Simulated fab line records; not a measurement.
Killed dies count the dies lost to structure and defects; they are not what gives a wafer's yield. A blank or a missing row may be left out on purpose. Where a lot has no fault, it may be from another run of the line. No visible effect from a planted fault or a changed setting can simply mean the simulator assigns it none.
fab line records -- flow nand_harc
record: lots: 7, wafers: 21, last_day: 33
route steps=1302 shown A_SGD_CUT@920 A_SLIT@922
lots untouched by any fault: they come from a run of this same line in which no faults occurred
start_h: the number of hours between the record's first day and the start of the first shown wafer of the lot -- wait_h: time in hours since the lot's previous step -- " as in the row above -- L1.1+2: several wafers, shown together as one row -- - no value, or no start was given -- * or withheld: withheld -- < > ~ a bound
route shown NAME@n: names a module that has steps shown in the file, with the first one's number in the route -- usual: the fault-free wafers' mean and standard deviation -- same: alike in all rows -- chamber/n: place in a boat -- sites: per-site readings -- _std_site: how widely they spread, as a standard deviation -- _edge_site: the outer-site mean with the inner-site mean subtracted -- radius_mm: for every site, how far away it sits from the centre of the wafer -- mask NAME#n: copy n -- behind: the last tool/chamber to shape the wafer -- hold: the reason the lot was held/the length of the hold in hours/how it ended -- device: whichever transistor did not switch (one of n, p or np) -- end of line: tests run on the same wafers once the route is complete -- step lacking rows: just its recipe -- killed: dies lost to structure and defects at the first sort, not the wafer's yield -- map: per-die view of a wafer (x killed, . not killed, _ where there is no die)
set.NAME: the run value of the setting; set.NAME@STEP: its run value at that earlier step -- model.NAME: the simulator's own value behind a step, which no gauge read
lots at selected steps of the route; one table per step, one row per wafer
services: from which hour (start_h, from the record's first day; less than 0 if before it) a tool's chamber was out of use, for how many hours, and why
== steps ==
step: NHARC_A_SGD_CUT_STRIP_28
recipe: time_s: 20, o2_flow_sccm: 500, ar_flow_sccm: 0, bias_w: 0, chemistry: O2
usual: drypump_motor_current_A: 5.9/0.31, oes_product_au: 1.000/0.0074, rf_vpp_V: 57.7/0.88, showerhead_plenum_p_Torr: 3.50/0.12, throttle_valve_pct: 17.036/0.009
lot.wafer,tool,chamber,start_h,wait_h,drypump_motor_current_A,oes_product_au,rf_hours_counter_h,rf_vpp_V,showerhead_plenum_p_Torr,throttle_valve_pct
L405.2,rie_diel-01,2,-,-,6.3,1.001,6,58.1,3.68,17.048
L405.3,rie_diel-01,3,-,-,6.3,1.000,7,56.6,3.51,17.045
L405.5,rie_diel-01,2,-,-,6.3,0.999,-,58.7,3.68,17.036
L410.3,rie_diel-05,1,-,-,6.2,0.999,5,57.1,3.35,17.030
L410.1,rie_diel-05,0,-,-,5.7,1.002,5,58.8,3.72,17.040
L410.6,rie_diel-05,1,-,-,6.2,1.001,-,58.2,3.35,17.035
L409.1,rie_diel-02,3,-,-,5.8,1.019,12,59.2,3.60,17.039
L409.3,rie_diel-02,0,-,-,5.5,0.999,11,57.0,3.54,17.051
L409.5,rie_diel-02,3,-,-,5.8,0.998,-,57.2,3.60,17.042
L412.1,rie_diel-05,1,-,-,6.2,0.988,5,56.4,3.35,17.051
L412.6,rie_diel-05,3,-,-,5.2,1.000,-,57.5,3.50,17.031
L412.5,rie_diel-05,0,-,-,5.7,0.991,-,58.4,3.72,17.040
L411.3,rie_diel-02,3,-,-,5.8,1.003,13,58.3,3.60,17.038
L411.5,rie_diel-02,1,-,-,5.7,1.004,-,57.8,3.35,17.034
L411.6,rie_diel-02,2,-,-,6.0,1.004,-,57.8,3.55,17.035
L414.4,rie_diel-02,3,-,-,5.8,0.994,1,58.5,3.60,17.037
L414.6,rie_diel-02,1,-,-,5.7,0.998,-,58.4,3.35,17.055
L414.5,rie_diel-02,2,-,-,6.0,0.990,-,58.0,3.54,17.034
L424.2,rie_diel-01,2,-,-,6.3,1.003,7,59.5,3.67,17.027
L424.1,rie_diel-01,3,-,-,6.3,1.004,6,59.1,3.50,17.053
L424.5,rie_diel-01,1,-,-,5.8,1.008,-,56.6,3.38,17.053
step: NHARC_A_SGD_CUT_INSPECT_25
usual: raw_defect_count: 376/76
lot.wafer,tool,chamber,start_h,wait_h,raw_defect_count
L405.2,defect_inspect-02,-,483.63,-,345
L405.3,defect_inspect-02,-,483.63,-,335
L405.5,defect_inspect-02,-,483.63,-,427
L410.1,defect_inspect-02,-,524.10,-,490
L410.3,defect_inspect-02,-,524.10,-,278
L410.6,defect_inspect-02,-,524.10,-,448
L409.1,defect_inspect-01,-,524.12,-,434
L409.3,defect_inspect-01,-,524.12,-,517
L409.5,defect_inspect-01,-,524.12,-,400
L412.1,defect_inspect-01,-,536.53,-,270
L412.5,defect_inspect-01,-,536.53,-,402
L412.6,defect_inspect-01,-,536.53,-,232
L411.3,defect_inspect-02,-,536.59,-,323
L411.5,defect_inspect-02,-,536.59,-,292
L411.6,defect_inspect-02,-,536.59,-,378
L414.4,defect_inspect-02,-,586.37,-,334
L414.5,defect_inspect-02,-,586.37,-,448
L414.6,defect_inspect-02,-,586.37,-,475
L424.1,defect_inspect-02,-,666.86,-,381
L424.2,defect_inspect-02,-,666.86,-,470
L424.5,defect_inspect-02,-,666.86,-,503
step: NHARC_A_SLIT_DEP_25
recipe: target_thk_a: 2000, temp_c: 400, pressure_torr: 6.5, rf_w: 900, teos_flow_sccm: 161.4, flow_sccm: 2650, target_thk_nm: 200, gas: O2, material: SiO2
usual: heater_power_w: 592/130, susceptor_temp_C: 400.01/0.22, throttle_valve_pct: 16.0/0.6
lot.wafer,tool,chamber,start_h,wait_h,heater_power_w,since_wet_clean_h,susceptor_temp_C,throttle_valve_pct
L405.2,pecvd-03,2,483.70,0.1,818,104,399.90,16.2
L405.3,pecvd-03,1,483.70,0.1,546,105,399.94,15.5
L405.5,pecvd-03,1,483.70,0.1,559,-,399.90,15.4
L410.3,pecvd-02,2,524.20,0.1,451,103,400.06,16.2
L410.1,pecvd-02,0,524.20,0.1,706,103,400.27,17.2
L410.6,pecvd-02,1,524.20,0.1,684,-,400.00,16.3
L409.1,pecvd-03,2,524.24,0.1,867,145,399.73,16.1
L409.3,pecvd-03,0,524.24,0.1,542,-,399.80,16.1
L409.5,pecvd-03,2,524.24,0.1,890,-,400.01,16.1
L411.3,pecvd-03,1,536.66,0.1,566,157,400.17,15.8
L411.5,pecvd-03,1,536.66,0.1,565,-,400.22,15.8
L411.6,pecvd-03,2,536.66,0.1,904,-,400.11,16.0
L412.1,pecvd-01,1,536.67,0.1,497,31,400.00,15.5
L412.6,pecvd-01,0,536.67,0.1,465,-,400.06,14.9
L412.5,pecvd-01,1,536.67,0.1,515,-,400.30,15.9
L414.4,pecvd-01,2,586.76,0.4,616,-,399.81,15.7
L414.6,pecvd-01,0,586.76,0.4,475,-,399.99,15.2
L414.5,pecvd-01,1,586.76,0.4,532,-,399.95,15.9
L424.2,pecvd-01,0,666.93,0.1,477,162,399.81,15.2
L424.1,pecvd-01,1,666.93,0.1,490,162,400.24,15.9
L424.5,pecvd-01,0,666.93,0.1,484,-,399.70,14.9
step: NHARC_A_SLIT_DEP_00
recipe: target_thk_a: 62000, temp_c: 400, material: aC
usual: susceptor_temp_C: 399.97/0.22, throttle_valve_pct: 35.000/0.0089
lot.wafer,tool,chamber,start_h,wait_h,susceptor_temp_C,throttle_valve_pct
L405.2,acl_dep-01,0,487.00,-,399.87,35.011
L405.3,acl_dep-01,0,487.00,-,399.99,35.022
L405.5,acl_dep-01,0,488.88,-,399.86,35.003
L410.1,acl_dep-02,0,524.50,-,400.13,34.992
L410.3,acl_dep-02,0,525.76,-,400.41,35.001
L410.6,acl_dep-02,0,527.64,-,399.99,34.997
L409.1,acl_dep-03,0,526.05,1.7,400.07,34.990
L409.3,acl_dep-03,0,527.32,3.0,400.04,35.008
L409.5,acl_dep-03,0,528.59,4.1,400.04,34.988
L412.1,acl_dep-01,0,536.93,-,-,35.008
L412.5,acl_dep-01,0,539.40,-,-,35.001
L412.6,acl_dep-01,0,539.40,-,-,34.995
L411.3,acl_dep-03,0,538.83,-,-,35.005
L411.5,acl_dep-03,0,540.07,-,-,34.983
L411.6,acl_dep-03,0,540.07,-,-,35.002
L414.4,acl_dep-01,0,591.52,-,399.98,35.006
L414.5,acl_dep-01,0,591.52,-,399.92,35.005
L414.6,acl_dep-01,0,591.52,-,399.79,34.997
L424.1,acl_dep-01,0,673.26,6.2,-,35.021
L424.2,acl_dep-01,0,673.26,6.2,-,35.009
L424.5,acl_dep-01,0,675.76,8.5,-,34.990
step: NHARC_A_SLIT_DEP_23
recipe: target_thk_a: 1000, target_thk_nm: 100, temp_c: 400, pressure_torr: 3.5, flow_sccm: 200, rf_w: 350, material: SiON
usual: heater_power_w: 760/120, susceptor_temp_C: 399.98/0.2
lot.wafer,tool,chamber,start_h,wait_h,heater_power_w,since_wet_clean_h,susceptor_temp_C
L405.3,pecvd-02,1,490.15,1.9,882,69,399.88
L405.2,pecvd-02,2,490.15,1.9,641,69,400.26
L405.5,pecvd-02,1,490.15,1.9,872,-,400.00
L410.1,pecvd-01,2,528.31,3.2,791,23,400.18
L410.3,pecvd-01,1,528.31,3.2,700,23,400.10
L410.6,pecvd-01,1,528.31,3.2,698,-,400.16
L409.3,pecvd-01,2,529.91,2.0,833,25,399.57
L409.1,pecvd-01,1,529.91,2.0,749,25,400.19
L409.5,pecvd-01,2,529.91,2.0,833,-,399.75
L412.1,pecvd-02,2,540.72,3.2,708,119,399.98
L412.6,pecvd-02,1,540.72,3.2,812,-,399.56
L412.5,pecvd-02,2,540.72,3.2,692,-,399.96
L411.3,pecvd-01,2,541.36,1.9,796,36,400.13
L411.6,pecvd-01,1,541.36,1.9,752,-,400.01
L411.5,pecvd-01,2,541.36,1.9,826,-,400.39
L414.4,pecvd-01,2,593.53,1.4,841,-,399.77
L414.5,pecvd-01,0,593.53,1.4,674,-,399.88
L414.6,pecvd-01,1,593.53,1.4,624,-,399.57
L424.2,pecvd-03,0,677.02,2.5,731,117,400.02
L424.1,pecvd-03,2,677.02,2.5,1003,117,400.01
L424.5,pecvd-03,0,677.02,2.5,765,-,399.89
step: NHARC_A_SLIT_DEHYDRATE_01
recipe: temp_c: 150, time_s: 120
step: NHARC_A_SLIT_HMDS_02
recipe: time_s: 30
step: NHARC_A_SLIT_COAT_03
recipe: spin_rpm: 1500, resist_thk_nm: 90
step: NHARC_A_SLIT_SOFTBAKE_04
recipe: temp_c: 105, time_s: 55
step: NHARC_A_SLIT_EBR_05
step: NHARC_A_SLIT_EXPOSE_06
recipe: na: 1.35, dose_mj: 60.82, mask_id: SLIT
step: NHARC_A_SLIT_PEB_07
recipe: peb_temp_c: 100, peb_time_s: 65
step: NHARC_A_SLIT_DEVELOP_08
recipe: develop_time_s: 35, dev_temp_c: 23
usual: chill_plate_temp_C: 22.99/0.1, develop_time_s: 35/0
lot.wafer,tool,chamber,start_h,wait_h,chill_plate_temp_C,develop_time_s
L405.2,litho_track-04,0,490,-,22.82,35
L405.3,litho_track-04,0,490,-,22.85,35
L405.5,litho_track-04,0,490,-,22.94,35
L410.1,litho_track-06,0,528,-,23.13,35
L410.3,litho_track-06,0,528,-,23.04,35
L410.6,litho_track-06,0,528,-,22.93,35
L409.1,litho_track-04,-,530,-,-,-
L409.3,litho_track-04,-,530,-,-,-
L409.5,litho_track-04,-,530,-,-,-
L412.1,litho_track-01,-,541,-,-,-
L412.5,litho_track-01,-,541,-,-,-
L412.6,litho_track-01,-,541,-,-,-
L411.3,litho_track-01,-,541,-,-,-
L411.5,litho_track-01,-,541,-,-,-
L411.6,litho_track-01,-,541,-,-,-
L414.4,litho_track-01,0,593,-,23.09,35
L414.5,litho_track-01,0,593,-,22.84,35
L414.6,litho_track-01,0,593,-,23.03,35
L424.1,litho_track-06,0,677,-,23.20,35
L424.2,litho_track-06,0,677,-,23.10,35
L424.5,litho_track-06,0,677,-,23.17,35
step: NHARC_A_SLIT_CD_MEAS_09
recipe: target_cd_nm: 300, landing_energy_ev: 500
usual: cd_nm: 300.0/0.43
same: landing_energy_ev: 500
lot.wafer,tool,chamber,start_h,wait_h,cd_nm
L405.2,cd_sem-01,0,490.83,-,300.3
L405.3,cd_sem-01,0,490.83,-,299.6
L405.5,cd_sem-01,0,490.83,-,299.6
L410.1,cd_sem-02,0,528.99,-,300.1
L410.3,cd_sem-02,0,528.99,-,300.0
L410.6,cd_sem-02,0,528.99,-,300.4
L409.1,cd_sem-01,0,530.62,-,-
L409.3,cd_sem-01,0,530.62,-,-
L409.5,cd_sem-01,0,530.62,-,-
L412.1,cd_sem-02,0,541.21,-,-
L412.5,cd_sem-02,0,541.21,-,-
L412.6,cd_sem-02,0,541.21,-,-
L411.3,cd_sem-01,0,542.02,-,-
L411.5,cd_sem-01,0,542.02,-,-
L411.6,cd_sem-01,0,542.02,-,-
L414.4,cd_sem-03,0,594.01,-,298.9
L414.5,cd_sem-03,0,594.01,-,300.3
L414.6,cd_sem-03,0,594.01,-,300.1
L424.1,cd_sem-03,0,677.70,-,300.0
L424.2,cd_sem-03,0,677.70,-,300.0
L424.5,cd_sem-03,0,677.70,-,299.7
== services ==
tool,chamber,start_h,hours,kind
acl_dep-03,-,483.13,13.0,pm
pecvd-01,-,492.43,13.0,pm
pecvd-03,-,501.58,6.1,repair
litho_track-01,-,505.00,7.0,pm
pecvd-01,0,515.57,7.1,repair
pecvd-02,-,515.73,1.5,repair
rie_diel-01,2,520.61,2.8,repair
pecvd-03,1,522.78,4.3,repair
litho_track-06,-,529.00,7.0,pm
rie_diel-05,2,537.24,7.2,repair
pecvd-03,-,547.24,13.0,pm
rie_diel-01,2,548.55,2.6,repair
litho_track-04,-,553.00,7.0,pm
acl_dep-01,-,555.18,13.0,pm
rie_diel-01,-,557.82,9.0,pm
rie_diel-01,0,568.45,6.7,repair
rie_diel-02,-,570.70,9.0,pm
rie_diel-05,-,583.60,9.0,pm
pecvd-02,-,589.35,13.0,pm
acl_dep-02,-,609.09,13.0,pm
rie_diel-01,0,618.00,2.5,repair
pecvd-01,2,658.08,21.1,repair
acl_dep-03,-,664.18,13.0,pm
pecvd-01,-,673.57,13.0,pm
== key ==
first_sign: step: NHARC_A_SLIT_DEVELOP_08, reading: tool_record, direction: missing
effect none on later readings
met_at NHARC_A_SLIT_DEVELOP_08
struck_wafers L409.1,L409.3,L409.5,L411.3,L411.5,L411.6,L412.1,L412.5,L412.6
later_rows_left_out L409.1,L409.3,L409.5,L411.3,L411.5,L411.6,L412.1,L412.5,L412.6
sort_left_out L409.1,L409.3,L409.5,L411.3,L411.5,L411.6,L412.1,L412.5,L412.6
tester_left_out L409,L411,L412
onset_between 490 530
fault: kind: skipped_step_whole, tool: litho_track-01,litho_track-04, chamber: -, onset_h: 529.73, steps: NHARC_A_SLIT_DEVELOP_08, scope: struck_lots_only
tester_left_out: of these lots the tester's yield and bins aren't shown, on N5 and GAA mostly nor the transistor test; their killed dies are dies lost to structure and defects alone, not to doping, threshold or leakage, so they don't give the yield
sort_left_out: the simulated sort isn't trusted on such a fault, so these wafers' sort isn't shown, and their yield isn't known
later_rows_left_out: the simulator's readings of these wafers behind a module that went badly wrong aren't trusted and aren't shown, but for the sort
